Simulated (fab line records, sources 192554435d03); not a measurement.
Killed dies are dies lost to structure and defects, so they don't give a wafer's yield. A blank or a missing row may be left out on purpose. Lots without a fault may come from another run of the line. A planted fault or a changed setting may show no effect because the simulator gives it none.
Chamber matching | flow n5_finfet | N5_BEOL_M0_ETCH_109 on rie_diel-06: 4 sister chambers
The step etches SiCN in CH3F/O2, target depth 8 nm, overetch 2.4 nm, time 27.4 s. 18 wafers are shown with their chamber, then 9 later ones without.

WAFERS WITH THEIR CHAMBER
wafer  | chamber | throttle_valve_pct (%) | showerhead_plenum_p_Torr (Torr) | drypump_motor_current_A (A)
L078.3 | 1       | 16.47                  | 1.99                            | 6.0
L078.5 | 0       | 16.12                  | 1.96                            | 5.8
L078.6 | 3       | 16.42                  | 1.93                            | 6.2
L079.2 | 0       | 16.14                  | 1.96                            | 5.8
L079.4 | 3       | 16.42                  | 1.93                            | 6.2
L079.5 | 0       | 16.12                  | 1.96                            | 5.8
L084.2 | 2       | 15.85                  | 1.96                            | 5.9
L084.3 | 3       | 16.41                  | 1.93                            | 6.2
L084.6 | 0       | 16.15                  | 1.96                            | 5.8
L085.1 | 0       | 16.15                  | 1.96                            | 5.8
L085.5 | 0       | 16.15                  | 1.96                            | 5.8
L085.6 | 3       | 16.43                  | 1.92                            | 6.2
L087.1 | 1       | 16.50                  | 1.99                            | 6.0
L087.3 | 2       | 15.86                  | 1.96                            | 5.9
L087.5 | 0       | 16.16                  | 1.95                            | 5.8
L089.1 | 1       | 16.51                  | 1.99                            | 5.9
L089.2 | 2       | 15.88                  | 1.96                            | 5.9
L089.5 | 3       | 16.45                  | 1.92                            | 6.1

SIGNATURES (means of the wafers above)
reading                  | chamber 0 | chamber 1 | chamber 2 | chamber 3 | scatter within a chamber
throttle_valve_pct       | 16.1414   | 16.4933   | 15.8633   | 16.4260   | 0.0163
showerhead_plenum_p_Torr | 1.9586    | 1.9900    | 1.9600    | 1.9260    | 0.00383
drypump_motor_current_A  | 5.800     | 5.967     | 5.900     | 6.180     | 0.0324
Rule: a wafer's distance from a chamber is the root of the sum, over the readings, of the square of ((its reading less the chamber's mean) divided by the reading's scatter). The wafer belongs to the nearest chamber; if the next one is less than 2 further off, it can't be placed. The scatter: the root of (the sum of the squares of (reading less its chamber's mean) over the shown wafers, divided by (wafers less chambers)).

WAFERS WITHOUT THEIR CHAMBER
wafer  | throttle_valve_pct (%) | showerhead_plenum_p_Torr (Torr) | drypump_motor_current_A (A)
L091.2 | 16.17                  | 1.95                            | 5.8
L091.4 | 15.89                  | 1.96                            | 5.9
L091.5 | 15.88                  | 1.96                            | 5.9
L092.2 | 15.89                  | 1.96                            | 5.9
L092.3 | 16.46                  | 1.92                            | 6.2
L092.5 | 16.47                  | 1.92                            | 6.2
L095.3 | 16.47                  | 1.92                            | 6.2
L095.4 | 16.19                  | 1.95                            | 5.8
L095.5 | 16.53                  | 1.98                            | 6.0

WHICH CHAMBER EACH WENT THROUGH
wafer  | from the rows above | in truth
L091.2 | 0                   | 0
L091.4 | 2                   | 2
L091.5 | 2                   | 2
L092.2 | 2                   | 2
L092.3 | 3                   | 3
L092.5 | 3                   | 3
L095.3 | 3                   | 3
L095.4 | 0                   | 0
L095.5 | 1                   | 1
Placed correctly: 9 of 9. Can't be placed from these rows: 0. Placed wrongly: 0.
